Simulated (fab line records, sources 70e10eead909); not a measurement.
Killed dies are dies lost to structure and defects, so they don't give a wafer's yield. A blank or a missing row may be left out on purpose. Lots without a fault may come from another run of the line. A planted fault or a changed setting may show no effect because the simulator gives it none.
fab line records | flow nand_harc
record lots=22 wafers=66 last_day=32
route steps=1302 shown A_STAIRCASE@796
lots that met no fault: from a run of the same line without faults
start_h: hours from the record's first day to the start of the lot's first wafer shown | wait_h: hours since the lot's step before | " the same as in the row above | L1.1+2: a row that stands for several wafers | - no value, or no start given | * or withheld: withheld | < > ~ a bound
route shown NAME@n: a module of which the file shows steps, and the number in the route of the first | usual: mean/standard deviation of fault-free wafers | same: alike in all rows | chamber/n: place in a boat | sites: the reading at each site | _std_site: their standard deviation | _edge_site: outer sites' mean less inner sites' | radius_mm: how far each site lies from the wafer's centre | mask NAME#n: copy n | behind: the tool/chamber that last shaped the wafer | hold: why the lot was held/for how many hours/how that ended | device: the transistor (n, p or np) that didn't switch | end of line: the same wafers' tests at the end of the route | a step without rows: its recipe alone | killed: dies lost to structure and defects at the first sort, not the wafer's yield | map: a wafer's dies, x killed, . not, _ none there
set.NAME: the setting as run; set.NAME@STEP: as run at that earlier step | model.NAME: the simulator's own value behind a step, which no gauge read
steps of the route over a sample of lots; a table a step, a row a wafer
services: from which hour (start_h, from the record's first day; less than 0 if before it) a tool's chamber was out of use, for how many hours, and why
## steps
# step NHARC_A_STAIRCASE_DEP_280
# recipe target_thk_a=300 target_thk_nm=30 temp_c=400 pressure_torr=3.5 flow_sccm=200 rf_w=350 material=SiON
# usual heater_power_outer_w=457/49 heater_power_w=750/73
# columns lot.wafer tool chamber start_h wait_h heater_power_outer_w heater_power_w
L077.3 pecvd-02 1 397.40 1.0 453 724
L077.6 " 1 " " 456 740
L077.5 " 2 " " 481 710
L076.1 pecvd-02 0 398.68 1.6 433 713
L076.3 " 2 " " 445 658
L076.4 " 0 " " 427 693
L074.1 pecvd-02 0 400.55 1.6 476 765
L074.5 " 2 " " 415 623
L074.6 " 0 " " 471 773
L075.6 pecvd-02 2 402.47 0.1 460 678
L075.4 " 0 " " 458 745
L075.5 " 1 " " 452 761
L078.1 pecvd-04 2 416.44 1.7 458 861
L078.5 " 0 " " 511 779
L078.4 " 2 " " 474 878
L079.3 pecvd-03 1 426.34 0.9 495 812
L079.6 " 1 " " 503 811
L079.4 " 2 " " 512 787
L080.1 pecvd-04 1 426.65 1.6 432 739
L080.6 " 1 " " 428 738
L080.5 " 2 " " 376 751
L081.2 pecvd-03 0 439.94 1.3 390 709
L081.1 " 1 " " 532 832
L081.5 " 1 " " 514 850
L082.1 pecvd-03 1 452.19 1.6 531 847
L082.3 " 2 " " 506 782
L082.6 " 1 " " 521 857
L083.1 pecvd-02 2 466.95 1.5 383 568
L083.3 " 0 " " 518 794
L083.4 " 0 " " 500 832
L085.3 pecvd-03 0 482.98 1.0 434 762
L085.6 " 2 " " 483 769
L085.5 " 1 " " 571 892
L084.1 pecvd-04 0 484.02 1.5 465 741
L084.2 " 1 " " 418 711
L084.3 " 2 " " 466 864
L086.2 pecvd-03 0 486.10 1.3 334 634
L086.6 " 2 " " 517 819
L086.5 " 0 " " 346 646
L087.3 pecvd-03 0 497.55 1.0 413 750
L087.4 " 2 " " 423 723
L087.5 " 1 " " 468 757
L088.2 pecvd-02 2 517.65 1.3 452 660
L088.6 " 1 " " 406 671
L088.5 " 2 " " 445 656
L090.2 pecvd-02 1 536.71 1.3 467 753
L090.1 " 2 " " 447 667
L090.4 " 1 " " 460 749
L091.2 pecvd-02 1 541.90 1.3 456 717
L091.3 " 2 " " 373 558
L091.4 " 2 " " 375 569
L093.6 pecvd-04 1 558.88 0.1 340 581
L093.5 " 2 " " 439 848
L093.4 " 0 " " 499 790
L092.3 pecvd-04 2 560.91 1.0 481 872
L092.1 " 0 " " 503 772
L092.6 " 1 " " 406 666
L094.1 pecvd-02 2 581.04 1.5 435 657
L094.2 " 0 " " 492 784
L094.4 " 2 " " 418 630
L095.3 pecvd-03 0 583.55 0.9 440 783
L095.1 " 2 " " 468 758
L095.4 " 1 " " 527 874
L096.1 pecvd-03 1 594.26 1.6 559 876
L096.3 " 2 " " 449 748
L096.5 " 0 " " 418 733
# step NHARC_A_STAIRCASE_ETCH_452
# recipe target_depth_a=300 overetch_a=30 time_s=16.5 ion_energy_ev=100 cf4_flow_sccm=80 o2_flow_sccm=20 ar_flow_sccm=0 rf_w=300 bias_w=100 chemistry=CF4/O2
# usual drypump_motor_current_A=5.6/0.43 oes_product_au=0.996/0.01 rf_vpp_V=197.8/1.3 showerhead_plenum_p_Torr=1.34/0.046 throttle_valve_pct=13.399/0.0085
# columns lot.wafer tool chamber start_h wait_h drypump_motor_current_A oes_product_au rf_hours_counter_h rf_vpp_V showerhead_plenum_p_Torr throttle_valve_pct
L077.3 rie_diel-07 1 - - 5.0 0.996 28 200.4 1.37 13.416
L077.5 " 3 " " 5.2 0.987 - 197.6 1.32 13.392
L077.6 " 0 " " 6.1 0.996 - 200.4 1.42 13.404
L076.3 rie_diel-06 3 - - 5.9 0.991 34 196.2 1.32 13.408
L076.4 " 0 " " 5.5 0.998 33 199.1 1.41 13.407
L076.1 " 2 " " 6.6 0.981 31 196.8 1.30 13.402
L074.1 rie_diel-07 2 - - 5.3 1.005 32 198.8 1.38 13.405
L074.5 " 1 " " 5.0 0.991 - 199.0 1.37 13.392
L074.6 " 2 " " 5.2 1.012 - 198.8 1.38 13.409
L075.4 rie_diel-06 3 - - 5.9 0.992 36 197.9 1.32 13.394
L075.5 " 0 " " 5.5 1.002 - 200.3 1.41 13.412
L075.6 " 1 " " 5.7 1.011 - 196.4 1.32 13.395
L078.1 rie_diel-08 3 - - 5.5 0.992 17 194.3 1.26 13.386
L078.4 " 2 " " 5.4 1.009 - 197.3 1.32 13.402
L078.5 " 3 " " 5.5 0.983 - 195.5 1.26 13.401
L079.4 rie_diel-06 0 - - 5.5 0.996 43 199.3 1.41 13.394
L079.3 " 2 " " 6.6 0.983 40 196.3 1.30 13.401
L079.6 " 1 " " 5.7 1.019 - 196.3 1.32 13.406
L080.1 rie_diel-07 0 - - 6.2 1.000 33 199.6 1.41 13.395
L080.5 " 1 " " 5.0 1.000 - 198.5 1.37 13.398
L080.6 " 2 " " 5.2 0.993 - 199.8 1.38 13.399
L081.2 rie_diel-08 0 - - 5.2 0.994 16 200.1 1.33 13.405
L081.1 " 1 " " 5.7 1.012 20 197.4 1.35 13.406
L081.5 " 0 " " 5.2 1.005 - 199.1 1.33 13.390
L082.1 rie_diel-07 2 - - 5.2 1.006 46 199.5 1.38 13.379
L082.3 " 3 " " 5.3 0.984 42 195.9 1.31 13.401
L082.6 " 3 " " 5.3 0.993 - 197.9 1.31 13.386
L083.1 rie_diel-07 2 - - 5.2 0.987 51 198.7 1.38 13.400
L083.4 " 3 " " 5.3 0.987 50 196.7 1.31 13.409
L083.3 " 1 " " 5.0 0.991 46 198.4 1.37 13.413
L085.3 rie_diel-07 2 - - 5.2 1.001 1 201.3 1.38 13.389
L085.6 " 1 " " 5.0 0.988 - 197.8 1.36 13.410
L085.5 " 2 " " 5.2 0.991 - 197.6 1.38 13.401
L084.1 rie_diel-08 1 - - 5.7 1.010 41 196.5 1.35 13.385
L084.3 " 2 " " 5.4 1.003 36 196.9 1.32 13.402
L084.2 " 3 " " 5.5 0.982 43 197.0 1.25 13.400
L086.2 rie_diel-08 3 - - 5.5 0.989 44 195.2 1.25 13.399
L086.6 " 3 " " 5.5 0.994 - 195.4 1.25 13.408
L086.5 " 0 " " 5.3 0.995 - 198.2 1.33 13.392
L087.3 rie_diel-06 1 - - 5.7 1.007 1 197.4 1.31 13.399
L087.4 " 2 " " 6.6 0.995 1 197.8 1.30 13.416
L087.5 " 2 " " 6.6 0.987 - 198.0 1.30 13.408
L088.2 rie_diel-07 1 - - 5.0 0.999 13 197.1 1.36 13.399
L088.5 " 3 " " 5.2 0.987 - 198.5 1.31 13.402
L088.6 " 0 " " 6.2 0.973 - 198.8 1.41 13.409
L090.2 rie_diel-08 3 - - 5.5 0.986 62 197.5 1.25 13.382
L090.1 " 0 " " 5.2 1.001 54 197.1 1.33 13.397
L090.4 " 0 " " 5.2 1.008 - 197.6 1.33 13.395
L091.4 rie_diel-07 2 - - 5.2 0.989 20 198.0 1.38 13.397
L091.3 " 3 " " 5.3 0.979 19 198.2 1.31 13.387
L091.2 " 0 " " 6.2 0.992 21 199.4 1.41 13.391
L093.4 rie_diel-06 0 - - 5.5 0.991 18 200.5 1.40 13.400
L093.5 " 2 " " 6.7 0.995 - 195.5 1.29 13.408
L093.6 " 3 " " 5.9 1.002 - 196.9 1.31 13.399
L092.1 rie_diel-06 2 - - 6.6 0.995 24 197.8 1.29 13.407
L092.3 " 3 " " 5.9 0.996 20 198.1 1.31 13.398
L092.6 " 2 " " 6.6 0.986 - 197.6 1.29 13.393
L094.4 rie_diel-07 0 - - 6.2 0.994 33 198.9 1.40 13.402
L094.2 " 1 " " 5.0 0.995 34 197.5 1.36 13.410
L094.1 " 3 " " 5.2 0.996 31 198.6 1.30 13.401
L095.4 rie_diel-08 1 - - 5.8 1.010 7 197.9 1.35 13.411
L095.3 " 3 " " 5.5 1.001 8 195.2 1.24 13.405
L095.1 " 0 " " 5.2 1.007 7 196.2 1.32 13.397
L096.1 rie_diel-08 3 - - 5.5 0.989 10 195.0 1.24 13.400
L096.3 " 0 " " 5.2 1.021 9 197.4 1.32 13.386
L096.5 " 3 " " 5.5 0.990 - 197.4 1.24 13.386
# step NHARC_A_STAIRCASE_HM_OPEN_463
# recipe o2_flow_sccm=400 cos_flow_sccm=20 ar_flow_sccm=0 rf_w=500 bias_w=300 chemistry=O2/COS
# usual cos_flow_sccm=19.99/0.059 drypump_motor_current_A=5.6/0.43 oes_product_au=0.996/0.01 rf_vpp_V=467.6/2.3 showerhead_plenum_p_Torr=3.14/0.1 throttle_valve_pct=28.330/0.0085
# columns lot.wafer tool chamber start_h wait_h cos_flow_sccm drypump_motor_current_A oes_product_au rf_hours_counter_h rf_vpp_V showerhead_plenum_p_Torr throttle_valve_pct
L077.3 rie_diel-08 3 - - 20.08 5.5 0.988 13 464.0 2.95 28.329
L077.5 " 0 " " 20.00 5.2 0.998 - 466.7 3.12 28.317
L077.6 " 1 " " 20.01 5.7 1.013 - 469.2 3.17 28.322
L076.4 rie_diel-07 2 - - 20.07 5.3 0.986 34 470.9 3.23 28.334
L076.3 " 3 " " 19.99 5.2 0.978 31 466.2 3.08 28.330
L076.1 " 0 " " 19.97 6.2 0.980 29 472.9 3.30 28.325
L074.1 rie_diel-06 0 - - 19.91 5.5 0.987 36 469.7 3.29 28.324
L074.5 " 2 " " 20.04 6.6 0.995 - 464.9 3.05 28.328
L074.6 " 3 " " 20.00 5.9 0.992 - 466.7 3.09 28.329
L075.4 rie_diel-08 0 - - 20.02 5.2 0.999 5 468.1 3.12 28.347
L075.5 " 3 " " 20.04 5.5 0.983 - 463.8 2.94 28.334
L075.6 " 0 " " 20.05 5.2 0.997 - 467.2 3.12 28.323
L078.4 rie_diel-08 1 - - 20.10 5.7 1.015 15 468.3 3.17 28.332
L078.1 " 3 " " 19.98 5.5 0.987 19 462.1 2.94 28.333
L078.5 " 2 " " 19.92 5.4 1.013 - 464.7 3.10 28.339
L079.3 rie_diel-07 1 - - 20.02 5.1 0.995 37 468.8 3.19 28.323
L079.4 " 2 " " 20.07 5.2 0.997 40 469.6 3.23 28.314
L079.6 " 1 " " 19.91 5.0 1.000 - 468.3 3.19 28.338
L080.1 rie_diel-06 3 - - 20.09 5.9 0.992 44 466.9 3.09 28.324
L080.5 " 3 " " 20.10 5.9 0.992 - 466.1 3.09 28.325
L080.6 " 0 " " 20.06 5.5 1.000 - 469.5 3.29 28.352
L081.1 rie_diel-07 3 - - 20.00 5.3 0.986 41 466.3 3.07 28.345
L081.2 " 2 " " 20.05 5.2 0.986 45 469.9 3.22 28.328
L081.5 " 3 " " 19.98 5.3 0.977 - 465.3 3.07 28.333
L082.1 rie_diel-07 2 - - 20.01 5.2 0.988 48 470.0 3.22 28.322
L082.3 " 3 " " 20.05 5.3 0.987 44 466.7 3.07 28.335
L082.6 " 3 " " 20.04 5.3 0.980 - 467.4 3.07 28.328
L083.3 rie_diel-06 3 - - 20.01 5.9 0.996 63 466.9 3.08 28.319
L083.1 " 0 " " 19.93 5.5 0.999 63 470.7 3.28 28.329
L083.4 " 1 " " 19.96 5.7 1.016 64 465.1 3.08 28.327
L085.3 rie_diel-07 0 - - 19.95 6.1 0.994 2 470.0 3.29 28.315
L085.6 " 1 " " 19.97 5.0 0.986 - 467.2 3.19 28.336
L085.5 " 2 " " 19.97 5.3 0.984 - 470.0 3.22 28.345
L084.1 rie_diel-08 3 - - 19.98 5.5 0.980 44 462.3 2.93 28.329
L084.2 " 0 " " 20.06 5.2 0.997 37 465.6 3.11 28.322
L084.3 " 2 " " 19.99 5.4 1.010 38 466.8 3.08 28.329
L086.2 rie_diel-08 0 - - 19.98 5.2 1.008 37 466.2 3.11 28.315
L086.6 " 2 " " 19.95 5.4 1.005 - 466.7 3.08 28.328
L086.5 " 3 " " 20.04 5.5 0.995 - 463.6 2.93 28.332
L087.3 rie_diel-07 1 - - 20.13 5.0 1.007 8 468.7 3.19 28.320
L087.4 " 2 " " 19.97 5.3 0.986 6 468.5 3.22 28.337
L087.5 " 3 " " 20.11 5.3 0.998 - 466.6 3.06 28.326
L088.2 rie_diel-07 1 - - 20.01 5.1 0.997 15 469.6 3.18 28.321
L088.6 " 1 " " 20.04 5.1 0.989 - 469.5 3.18 28.326
L088.5 " 2 " " 19.95 5.3 0.989 - 469.3 3.22 28.338
L090.4 rie_diel-08 1 - - 19.84 5.7 1.011 47 467.5 3.15 28.328
L090.2 " 2 " " 20.00 5.4 1.003 57 466.6 3.07 28.333
L090.1 " 0 " " 19.92 5.2 1.009 56 465.2 3.10 28.331
L091.2 rie_diel-07 3 - - 20.09 5.3 0.997 20 465.2 3.06 28.313
L091.3 " 0 " " 19.97 6.1 0.991 22 470.5 3.28 28.312
L091.4 " 1 " " 20.05 5.0 1.002 22 469.1 3.18 28.333
L093.4 rie_diel-07 2 - - 19.96 5.3 1.001 24 469.6 3.21 28.337
L093.5 " 0 " " 20.01 6.2 0.991 - 469.9 3.28 28.332
L093.6 " 1 " " 20.06 5.1 0.996 - 469.7 3.18 28.335
L092.1 rie_diel-08 1 - - 20.06 5.7 1.007 3 468.0 3.15 28.337
L092.3 " 0 " " 19.85 5.2 1.016 3 467.3 3.10 28.318
L092.6 " 2 " " 19.92 5.4 0.991 - 467.6 3.07 28.332
L094.4 rie_diel-07 2 - - 19.97 5.2 1.000 36 469.3 3.20 28.334
L094.2 " 3 " " 19.97 5.3 1.002 35 464.7 3.05 28.345
L094.1 " 0 " " 19.96 6.2 0.985 39 470.0 3.27 28.325
L095.4 rie_diel-07 0 - - 19.93 6.2 0.986 40 470.5 3.27 28.332
L095.3 " 1 " " 20.00 5.0 0.987 41 467.4 3.17 28.336
L095.1 " 3 " " 20.02 5.2 1.010 36 465.2 3.05 28.326
L096.3 rie_diel-06 3 - - 19.94 5.9 0.996 32 464.4 3.06 28.336
L096.1 " 2 " " 20.04 6.5 0.986 40 464.9 3.02 28.338
L096.5 " 3 " " 19.93 5.9 1.006 - 464.8 3.06 28.331
# step NHARC_A_STAIRCASE_STRIP_316
# recipe o2_flow_sccm=500 ar_flow_sccm=0 bias_w=0 chemistry=O2
# usual drypump_motor_current_A=5.5/0.42 oes_product_au=0.996/0.01 rf_vpp_V=57.8/0.87 showerhead_plenum_p_Torr=3.55/0.11 throttle_valve_pct=17.036/0.0098
# columns lot.wafer tool chamber start_h wait_h drypump_motor_current_A oes_product_au rf_hours_counter_h rf_vpp_V showerhead_plenum_p_Torr throttle_valve_pct
L077.3 rie_diel-08 2 - - 5.4 1.007 6 58.3 3.50 17.016
L077.6 " 1 " " 5.8 1.017 - 55.8 3.58 17.030
L077.5 " 2 " " 5.4 1.013 - 57.5 3.50 17.057
L076.3 rie_diel-07 1 - - 5.0 0.995 31 58.8 3.61 17.027
L076.4 " 2 " " 5.3 0.986 34 57.5 3.65 17.044
L076.1 " 3 " " 5.3 0.991 32 57.1 3.48 17.051
L074.1 rie_diel-06 1 - - 5.7 1.006 36 56.8 3.49 17.045
L074.5 " 2 " " 6.7 0.978 - 58.0 3.44 17.025
L074.6 " 3 " " 5.9 0.995 - 58.7 3.49 17.043
L075.4 rie_diel-08 3 - - 5.5 0.990 14 58.7 3.33 17.044
L075.6 " 2 " " 5.4 1.007 - 57.9 3.50 17.043
L075.5 " 3 " " 5.5 0.979 - 56.6 3.33 17.047
L078.4 rie_diel-08 2 - - 5.4 1.008 12 58.0 3.50 17.035
L078.1 " 3 " " 5.5 0.975 20 57.7 3.33 17.032
L078.5 " 2 " " 5.4 0.999 - 57.0 3.50 17.024
L079.3 rie_diel-07 1 - - 5.1 0.989 38 58.8 3.61 17.037
L079.4 " 2 " " 5.3 0.999 40 59.8 3.65 17.020
L079.6 " 0 " " 6.2 0.991 - 58.9 3.73 17.023
L080.1 rie_diel-06 3 - - 5.9 0.999 44 56.9 3.49 17.044
L080.6 " 0 " " 5.5 0.995 - 57.8 3.72 17.044
L080.5 " 1 " " 5.6 1.000 - 58.8 3.49 17.024
L081.2 rie_diel-07 2 - - 5.2 1.001 45 57.9 3.64 17.029
L081.1 " 3 " " 5.3 0.990 42 56.7 3.47 17.052
L081.5 " 1 " " 5.0 1.006 - 57.8 3.61 17.037
L082.1 rie_diel-07 0 - - 6.2 0.998 42 58.4 3.72 17.050
L082.3 " 1 " " 5.0 0.992 43 58.0 3.61 17.050
L082.6 " 1 " " 5.1 0.995 - 58.9 3.61 17.028
L083.3 rie_diel-06 3 - - 5.9 0.993 63 58.2 3.48 17.043
L083.1 " 0 " " 5.5 0.996 63 59.2 3.71 17.040
L083.4 " 2 " " 6.7 0.995 49 58.8 3.44 17.036
L085.3 rie_diel-07 0 - - 6.1 0.989 2 58.2 3.72 17.031
L085.5 " 0 " " 6.2 0.994 - 57.9 3.72 17.035
L085.6 " 1 " " 5.0 0.992 - 58.0 3.60 17.043
L084.2 rie_diel-08 3 - - 5.5 0.992 45 59.1 3.31 17.033
L084.1 " 0 " " 5.2 0.998 37 57.5 3.51 17.022
L084.3 " 2 " " 5.4 1.004 38 59.2 3.48 17.024
L086.2 rie_diel-08 3 - - 5.5 0.992 45 57.5 3.31 17.038
L086.5 " 3 " " 5.5 0.996 - 57.0 3.31 17.027
L086.6 " 0 " " 5.2 1.001 - 57.8 3.51 17.032
L087.3 rie_diel-07 2 - - 5.3 0.998 7 58.2 3.64 17.035
L087.4 " 3 " " 5.3 0.999 6 58.3 3.46 17.027
L087.5 " 2 " " 5.2 0.997 - 57.3 3.64 17.063
L088.2 rie_diel-07 1 - - 5.1 0.991 16 59.2 3.59 17.027
L088.5 " 3 " " 5.3 1.001 - 57.1 3.46 17.032
L088.6 " 0 " " 6.2 0.981 - 58.5 3.71 17.022
L090.1 rie_diel-08 2 - - 5.4 1.012 58 59.1 3.47 17.046
L090.4 " 0 " " 5.2 0.997 56 56.5 3.50 17.024
L090.2 " 1 " " 5.7 1.018 47 58.4 3.56 17.052
L091.3 rie_diel-07 1 - - 5.0 0.989 22 58.3 3.59 17.037
L091.2 " 3 " " 5.3 0.993 21 56.9 3.46 17.029
L091.4 " 0 " " 6.2 0.995 22 57.5 3.70 17.033
L093.4 rie_diel-07 0 - - 6.2 0.985 27 58.9 3.70 17.031
L093.5 " 2 " " 5.2 0.985 - 56.3 3.63 17.024
L093.6 " 3 " " 5.3 0.981 - 55.2 3.45 17.052
L092.3 rie_diel-08 0 - - 5.2 1.021 3 58.1 3.50 17.035
L092.1 " 1 " " 5.7 1.008 3 58.3 3.56 17.026
L092.6 " 1 " " 5.8 1.014 - 57.4 3.56 17.028
L094.1 rie_diel-07 2 - - 5.3 1.005 37 59.0 3.62 17.035
L094.2 " 3 " " 5.2 1.011 36 57.5 3.45 17.029
L094.4 " 0 " " 6.2 0.997 40 57.0 3.69 17.043
L095.3 rie_diel-07 2 - - 5.3 1.000 38 58.9 3.62 17.044
L095.1 " 0 " " 6.2 0.988 40 58.4 3.69 17.036
L095.4 " 1 " " 5.0 1.001 41 59.6 3.58 17.050
L096.1 rie_diel-06 0 - - 5.5 0.997 31 56.6 3.69 17.018
L096.3 " 2 " " 6.6 0.987 41 58.6 3.41 17.022
L096.5 " 0 " " 5.5 0.981 - 57.1 3.69 17.032
# step NHARC_A_STAIRCASE_ETCHBACK_416
# recipe target_depth_a=360 time_s=7.2 c4f8_flow_sccm=withheld o2_flow_sccm=8 ar_flow_sccm=withheld rf_w=600 bias_w=800 chemistry=C4F8/O2/Ar
# usual oes_product_au=0.928/0.024 rf_vpp_V=723/3.4
# columns lot.wafer tool chamber start_h wait_h oes_product_au rf_hours_counter_h rf_vpp_V
L077.3 rie_diel-08 2 - - 0.934 7 722
L077.5 " 2 " " 0.937 - 723
L077.6 " 3 " " 0.918 - 717
L076.4 rie_diel-06 3 - - 0.920 38 723
L076.3 " 0 " " 0.909 36 729
L076.1 " 2 " " 0.911 35 720
L074.1 rie_diel-06 1 - - 0.934 36 722
L074.6 " 1 " " 0.937 - 722
L074.5 " 2 " " 0.913 - 721
L075.4 rie_diel-07 1 - - 0.932 33 725
L075.6 " 3 " " 0.912 - 723
L075.5 " 0 " " 0.919 - 729
L078.4 rie_diel-07 3 - - 0.914 36 722
L078.1 " 0 " " 0.907 33 729
L078.5 " 0 " " 0.924 - 729
L079.3 rie_diel-06 0 - - 0.909 45 728
L079.4 " 1 " " 0.933 45 722
L079.6 " 0 " " 0.916 - 729
L080.1 rie_diel-06 2 - - 0.911 42 719
L080.6 " 1 " " 0.935 - 722
L080.5 " 2 " " 0.919 - 720
L081.1 rie_diel-07 2 - - 0.916 46 726
L081.2 " 1 " " 0.907 41 726
L081.5 " 3 " " 0.916 - 721
L082.3 rie_diel-07 2 - - 0.916 49 726
L082.1 " 1 " " 0.908 44 726
L082.6 " 3 " " 0.912 - 723
L083.4 rie_diel-08 1 - - 0.930 40 725
L083.1 " 3 " " 0.914 42 717
L083.3 " 0 " " 0.931 35 724
L085.3 rie_diel-07 3 - - 0.922 3 722
L085.5 " 2 " " 0.918 - 727
L085.6 " 3 " " 0.915 - 722
L084.2 rie_diel-07 1 - - 1.009 3 724
L084.1 " 3 " " 1.002 3 720
L084.3 " 0 " " 0.995 3 728
L086.2 rie_diel-08 0 - - 0.925 38 723
L086.6 " 3 " " 0.909 - 716
L086.5 " 0 " " 0.932 - 723
L087.4 rie_diel-06 1 - - 0.933 4 722
L087.3 " 3 " " 0.913 3 722
L087.5 " 2 " " 0.912 - 721
L088.2 rie_diel-06 0 - - 0.918 9 729
L088.5 " 1 " " 0.934 - 723
L088.6 " 2 " " 0.930 - 721
L090.2 rie_diel-07 3 548.33 2.5 0.933 20 720
L090.1 " 0 " " 0.914 22 728
L090.4 " 1 " " 0.925 22 726
L091.4 rie_diel-06 1 - - 0.937 19 720
L091.2 " 3 " " 0.913 18 721
L091.3 " 0 " " 0.920 16 727
L093.4 rie_diel-08 1 - - 1.016 3 725
L093.5 " 1 " " 1.011 - 725
L093.6 " 2 " " 0.995 - 721
L092.1 rie_diel-07 3 - - 0.930 27 721
L092.3 " 2 " " 0.921 29 728
L092.6 " 0 " " 0.922 - 728
L094.4 rie_diel-06 1 - - 0.928 36 721
L094.2 " 2 " " 0.914 39 720
L094.1 " 3 " " 0.931 30 721
L095.3 rie_diel-07 1 - - 0.921 42 724
L095.1 " 2 " " 0.930 38 726
L095.4 " 3 " " 0.930 37 721
L096.1 rie_diel-07 0 - - 0.912 42 727
L096.3 " 2 " " 0.919 39 725
L096.5 " 0 " " 0.908 - 728
# step NHARC_A_STAIRCASE_STRIP_476
# recipe time_s=20 o2_flow_sccm=500 ar_flow_sccm=0 bias_w=0 chemistry=O2
# usual drypump_motor_current_A=5.6/0.46 oes_product_au=0.996/0.012 rf_vpp_V=57.9/0.87 showerhead_plenum_p_Torr=3.55/0.11 throttle_valve_pct=17.035/0.0094
# columns lot.wafer tool chamber start_h wait_h drypump_motor_current_A oes_product_au rf_hours_counter_h rf_vpp_V showerhead_plenum_p_Torr throttle_valve_pct
L077.3 rie_diel-08 1 408.43 0.1 5.8 1.022 12 57.6 3.58 17.032
L077.5 " 2 " " 5.4 1.019 - 58.4 3.50 17.051
L077.6 " 3 " " 5.5 0.976 - 56.5 3.33 17.050
L076.3 rie_diel-06 2 409.35 0.1 6.7 0.989 35 57.5 3.44 17.025
L076.4 " 3 " " 5.9 0.994 38 57.8 3.49 17.060
L076.1 " 0 " " 5.5 1.005 36 58.8 3.72 17.035
L074.1 rie_diel-06 0 411.17 0.1 5.5 0.996 36 57.4 3.72 17.022
L074.6 " 1 " " 5.7 1.002 - 58.8 3.49 17.037
L074.5 " 2 " " 6.6 0.980 - 57.2 3.44 17.047
L075.4 rie_diel-07 0 412.76 0.1 6.1 0.993 31 57.2 3.73 17.037
L075.6 " 1 " " 5.0 1.021 - 57.0 3.61 17.055
L075.5 " 2 " " 5.2 0.988 - 59.0 3.65 17.039
L078.4 rie_diel-07 1 426.78 0.2 5.0 0.990 36 56.2 3.61 17.022
L078.1 " 2 " " 5.3 0.994 39 59.5 3.65 17.048
L078.5 " 0 " " 6.2 0.988 - 58.4 3.73 17.029
L079.3 rie_diel-06 2 437.11 0.1 6.6 0.981 42 57.3 3.44 17.042
L079.4 " 0 " " 5.5 0.993 45 56.9 3.72 17.030
L079.6 " 3 " " 5.9 0.992 - 59.0 3.49 17.042
L080.1 rie_diel-06 0 438.17 0.1 5.5 0.988 45 59.6 3.72 17.030
L080.5 " 3 " " 5.9 0.996 - 57.8 3.49 17.047
L080.6 " 0 " " 5.5 0.990 - 58.2 3.72 17.044
L081.1 rie_diel-07 1 453.74 0.1 5.0 0.988 41 58.3 3.61 17.041
L081.2 " 3 " " 5.3 0.980 42 58.5 3.47 17.026
L081.5 " 1 " " 5.1 0.979 - 58.7 3.61 17.037
L082.3 rie_diel-07 0 463.19 0.1 6.1 0.975 43 59.0 3.72 17.046
L082.1 " 1 " " 5.0 0.992 44 57.2 3.61 17.033
L082.6 " 1 " " 5.0 0.984 - 58.6 3.61 17.028
L083.1 rie_diel-08 1 482.59 0.1 5.7 1.014 40 57.4 3.57 17.029
L083.3 " 3 " " 5.5 0.984 42 58.1 3.32 17.034
L083.4 " 0 " " 5.2 0.995 35 58.9 3.51 17.034
L085.3 rie_diel-07 1 493.11 0.2 5.0 1.002 3 58.6 3.60 17.044
L085.6 " 0 " " 6.2 0.991 - 57.9 3.72 17.030
L085.5 " 1 " " 5.1 0.998 - 58.0 3.60 17.023
L084.2 rie_diel-07 2 494.31 0.1 5.2 0.989 4 58.8 3.64 17.031
L084.3 " 0 " " 6.2 0.993 3 58.9 3.72 17.038
L084.1 " 1 " " 5.0 0.997 3 57.6 3.60 17.027
L086.2 rie_diel-08 3 496.19 0.1 5.5 0.999 46 56.1 3.31 17.027
L086.6 " 0 " " 5.3 1.002 - 60.1 3.51 17.049
L086.5 " 1 " " 5.8 1.013 - 57.9 3.56 17.029
L087.4 rie_diel-06 2 507.85 0.1 6.6 0.991 4 57.2 3.43 17.037
L087.3 " 3 " " 5.9 0.990 3 57.5 3.48 17.044
L087.5 " 0 " " 5.5 0.981 - 58.3 3.70 17.048
L088.2 rie_diel-06 2 528.90 0.1 6.6 0.988 11 57.5 3.43 17.045
L088.5 " 2 " " 6.6 0.987 - 57.8 3.43 17.017
L088.6 " 3 " " 5.9 0.991 - 57.6 3.47 17.034
L090.2 rie_diel-07 0 548.54 0.2 6.2 0.995 22 57.9 3.70 17.048
L090.1 " 2 " " 5.2 1.007 21 57.8 3.63 17.033
L090.4 " 3 " " 5.3 0.991 20 56.8 3.46 17.032
L091.4 rie_diel-06 0 552.23 0.1 5.5 0.992 16 59.1 3.69 17.018
L091.2 " 1 " " 5.7 1.022 19 58.0 3.47 17.030
L091.3 " 2 " " 6.6 1.000 20 58.5 3.42 17.049
L093.4 rie_diel-08 0 571.12 0.1 5.2 1.018 3 58.0 3.50 17.030
L093.6 " 0 " " 5.2 1.016 - 58.5 3.50 17.039
L093.5 " 1 " " 5.8 1.005 - 57.9 3.56 17.025
L092.3 rie_diel-07 3 573.64 0.1 5.3 0.988 27 56.5 3.45 17.043
L092.1 " 2 " " 5.3 0.972 29 59.6 3.62 17.036
L092.6 " 0 " " 6.1 0.991 - 57.5 3.70 17.030
L094.2 rie_diel-06 1 595.01 0.1 5.7 1.009 36 59.8 3.46 17.016
L094.1 " 2 " " 6.6 0.997 39 57.8 3.41 17.025
L094.4 " 3 " " 5.9 1.000 30 57.2 3.46 17.039
L095.4 rie_diel-07 3 598.06 0.1 5.3 0.995 37 57.6 3.45 17.053
L095.1 " 0 " " 6.1 0.994 40 58.9 3.69 17.028
L095.3 " 1 " " 5.1 0.984 42 57.5 3.58 17.024
L096.1 rie_diel-07 1 604.64 0.1 5.0 0.990 44 59.0 3.58 17.038
L096.3 " 3 " " 5.3 0.998 38 57.7 3.45 17.036
L096.5 " 1 " " 5.0 0.994 - 57.9 3.58 17.046
## services
# columns tool chamber start_h hours kind
rie_diel-07 0 376.86 - clean
rie_diel-07 1 376.86 - clean
rie_diel-07 2 376.86 - clean
rie_diel-07 3 376.86 - clean
pecvd-02 0 385.01 2.7 repair
pecvd-02 - 392.48 4.8 repair
rie_diel-08 2 393.50 11.2 repair
rie_diel-08 0 393.82 3.0 repair
pecvd-02 - 410.34 13.0 pm
rie_diel-08 1 416.73 3.3 repair
rie_diel-07 1 442.29 7.0 repair
pecvd-04 - 450.00 13.0 pm
pecvd-02 - 455.98 2.1 repair
rie_diel-07 - 471.29 9.0 pm
rie_diel-06 - 484.74 9.0 pm
rie_diel-08 1 507.94 34.1 repair
rie_diel-08 - 510.07 0.4 repair
pecvd-03 - 547.16 13.0 pm
rie_diel-08 - 548.92 9.0 pm
rie_diel-06 - 552.38 2.1 repair
rie_diel-06 3 573.18 5.0 repair
rie_diel-08 - 590.30 1.9 repair
pecvd-02 - 591.61 13.0 pm
rie_diel-08 1 597.98 6.9 repair
## key
fault none
